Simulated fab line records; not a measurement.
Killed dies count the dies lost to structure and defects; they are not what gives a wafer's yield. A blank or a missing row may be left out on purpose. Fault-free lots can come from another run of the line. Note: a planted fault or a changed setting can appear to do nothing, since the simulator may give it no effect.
Check for tools in common + flow nand-harc + Lots sampled 12, wafers sampled 36

== WHY THIS WAS OPENED ==
At NHARC_A_BONDPAD_THK_MEAS_20 the reading thk-nm is flagged on 2 of 12 lots. Wafers without a fault read 170.1 nm, standard deviation 1.3.
Rule: flag the lot when none of its wafers has a number, or when each of its wafers that has one lies beyond 4 standard deviations from that mean. The rest of the lots are taken to be sound.

| lot  | measured     | on            | thk-nm (nm), wafer by wafer | flag    |
|------|--------------|---------------|-----------------------------|---------|
| L566 | day 24 03:45 | film-metro-01 | 172.9 171.5 167.7           |         |
| L569 | day 24 08:54 | film-metro-01 | 172.5 169.0 170.3           |         |
| L568 | day 24 23:52 | film-metro-02 | 169.9 168.2 171.2           |         |
| L575 | day 26 19:43 | film-metro-01 | 400.7 402.3 399.3           | FLAGGED |
| L574 | day 27 01:14 | film-metro-02 | 399.1 401.8 396.6           | FLAGGED |
| L577 | day 28 05:46 | film-metro-02 | 167.3 166.0 168.4           |         |
| L579 | day 30 01:22 | film-metro-01 | 168.7 171.7 167.6           |         |
| L583 | day 30 04:07 | film-metro-02 | 170.8 168.6 169.7           |         |
| L585 | day 31 02:23 | film-metro-01 | 170.0 169.1 169.0           |         |
| L584 | day 31 13:08 | film-metro-01 | 171.2 172.7 172.1           |         |
| L589 | day 33 00:37 | film-metro-01 | 172.1 170.2 170.6           |         |
| L588 | day 33 08:47 | film-metro-01 | 170.1 171.2 169.0           |         |
Averaged over the flagged lots the numbers come to 400.0 nm, +229.9 nm from the usual (+99 or more standard deviations).

== EACH LOT AND THE TOOL IT RAN ON ==
Before the reading, the record contains 4 process steps out of a 1302-step route. Every cell lists first the tool, next ch and the chambers used by the sampled wafers, and last the start.
| lot  | flag    | NHARC_A_M0_PVD_21                       | NHARC_A_M1_DESCUM_14               | NHARC_A_M1_DEP_33               | NHARC_A_BONDPAD_CMP_19        |
|------|---------|-----------------------------------------|------------------------------------|---------------------------------|-------------------------------|
| L566 |         | pvd-sputter-03, day 23 20:41 or earlier | rie-diel-10 ch 1,2, day 23 20:41   | pecvd-02 ch 0,1,2, day 23 23:24 | cmp-03 ch 0,1,3, day 24 03:29 |
| L569 |         | pvd-sputter-01, day 24 01:37 or earlier | rie-diel-12 ch 0,2,3, day 24 01:37 | pecvd-02 ch 0,1,2, day 24 04:26 | cmp-02 ch 1,2,3, day 24 08:39 |
| L568 |         | pvd-sputter-01, day 24 03:25 or earlier | rie-diel-10 ch 0,2,3, day 24 03:25 | pecvd-01 ch 0,1,2, day 24 06:30 | cmp-03 ch 0,1,3, day 24 23:32 |
| L575 | FLAGGED | pvd-sputter-01, day 26 12:36 or earlier | rie-diel-10 ch 2,3, day 26 12:36   | pecvd-03 ch 0,1, day 26 15:23   | cmp-02 ch 0,1,3, day 26 19:24 |
| L574 | FLAGGED | pvd-sputter-03, day 26 18:15 or earlier | rie-diel-05 ch 0,2,3, day 26 18:15 | pecvd-01 ch 0,1,2, day 26 20:58 | cmp-04 ch 0,2,3, day 27 00:55 |
| L577 |         | pvd-sputter-01, day 27 22:39 or earlier | rie-diel-12 ch 0,1,2, day 27 22:39 | pecvd-01 ch 0,2, day 28 01:23   | cmp-02 ch 1,2,3, day 28 05:26 |
| L579 |         | pvd-sputter-03, day 29 17:42 or earlier | rie-diel-05 ch 1,2, day 29 17:42   | pecvd-01 ch 0,1,2, day 29 20:52 | cmp-04 ch 0,2,3, day 30 01:06 |
| L583 |         | pvd-sputter-01, day 29 20:43 or earlier | rie-diel-12 ch 0,1,3, day 29 20:43 | pecvd-01 ch 0,1,2, day 29 23:50 | cmp-02 ch 1,2, day 30 03:49   |
| L585 |         | pvd-sputter-01, day 30 19:28 or earlier | rie-diel-12 ch 0,1,3, day 30 19:28 | pecvd-02 ch 0,1,2, day 30 22:17 | cmp-03 ch 0,3, day 31 02:05   |
| L584 |         | pvd-sputter-03, day 31 06:11 or earlier | rie-diel-10 ch 1,2, day 31 06:11   | pecvd-01 ch 0,1,2, day 31 09:01 | cmp-04 ch 1,2,3, day 31 12:53 |
| L589 |         | pvd-sputter-02, day 32 17:29 or earlier | rie-diel-10 ch 0,3, day 32 17:29   | pecvd-03 ch 0,1,2, day 32 20:14 | cmp-02 ch 0,1,2, day 33 00:20 |
| L588 |         | pvd-sputter-02, day 33 01:38 or earlier | rie-diel-10 ch 1,3, day 33 01:38   | pecvd-03 ch 0,1, day 33 04:21   | cmp-03 ch 0,2, day 33 08:30   |
What is done by these steps:
- NHARC_A_M0_PVD_21: deposits Cu, target thk 30 nm, time 20.49 s.
- NHARC_A_M1_DESCUM_14: chemistry O2, time 3 s.
- NHARC_A_M1_DEP_33: deposits SiCN, target thk 30 nm.
- NHARC_A_BONDPAD_CMP_19: polishes, t overpolish 30 s, cu recess touch 16 s, target thk 169.82 nm.
- NHARC_A_BONDPAD_THK_MEAS_20: measures by xrf.

== FLAGGED AGAINST TOTAL, ONE TOOL AT A TIME (gauges that did the reading follow at the end) ==
| step                        | tool           | lots run | flagged | share of the flagged lots | sound lots run after its first flagged lot |
|-----------------------------|----------------|----------|---------|---------------------------|--------------------------------------------|
| NHARC_A_M0_PVD_21           | pvd-sputter-01 | 6        | 1       | some                      | 3 (L577,L583,L585)                         |
| NHARC_A_M0_PVD_21           | pvd-sputter-02 | 2        | 0       | none                      | -                                          |
| NHARC_A_M0_PVD_21           | pvd-sputter-03 | 4        | 1       | some                      | 2 (L579,L584)                              |
| NHARC_A_M1_DESCUM_14        | rie-diel-05    | 2        | 1       | some                      | 1 (L579)                                   |
| NHARC_A_M1_DESCUM_14        | rie-diel-10    | 6        | 1       | some                      | 3 (L584,L589,L588)                         |
| NHARC_A_M1_DESCUM_14        | rie-diel-12    | 4        | 0       | none                      | -                                          |
| NHARC_A_M1_DEP_33           | pecvd-01       | 6        | 1       | some                      | 4 (L577,L579,L583,L584)                    |
| NHARC_A_M1_DEP_33           | pecvd-02       | 3        | 0       | none                      | -                                          |
| NHARC_A_M1_DEP_33           | pecvd-03       | 3        | 1       | some                      | 2 (L589,L588)                              |
| NHARC_A_BONDPAD_CMP_19      | cmp-02         | 5        | 1       | some                      | 3 (L577,L583,L589)                         |
| NHARC_A_BONDPAD_CMP_19      | cmp-03         | 4        | 0       | none                      | -                                          |
| NHARC_A_BONDPAD_CMP_19      | cmp-04         | 3        | 1       | some                      | 2 (L579,L584)                              |
| NHARC_A_BONDPAD_THK_MEAS_20 | film-metro-01  | 8        | 1       | some                      | 5 (L579,L585,L584,L589,L588)               |
| NHARC_A_BONDPAD_THK_MEAS_20 | film-metro-02  | 4        | 1       | some                      | 2 (L577,L583)                              |
With no start given for some of its lots, NHARC_A_M0_PVD_21 uses the hours and lot order of NHARC_A_M1_DESCUM_14.

== WHAT THE TABLE PERMITS ==
No row of the table ran every flagged lot.

== WHAT THE SIMULATOR PUT IN ==
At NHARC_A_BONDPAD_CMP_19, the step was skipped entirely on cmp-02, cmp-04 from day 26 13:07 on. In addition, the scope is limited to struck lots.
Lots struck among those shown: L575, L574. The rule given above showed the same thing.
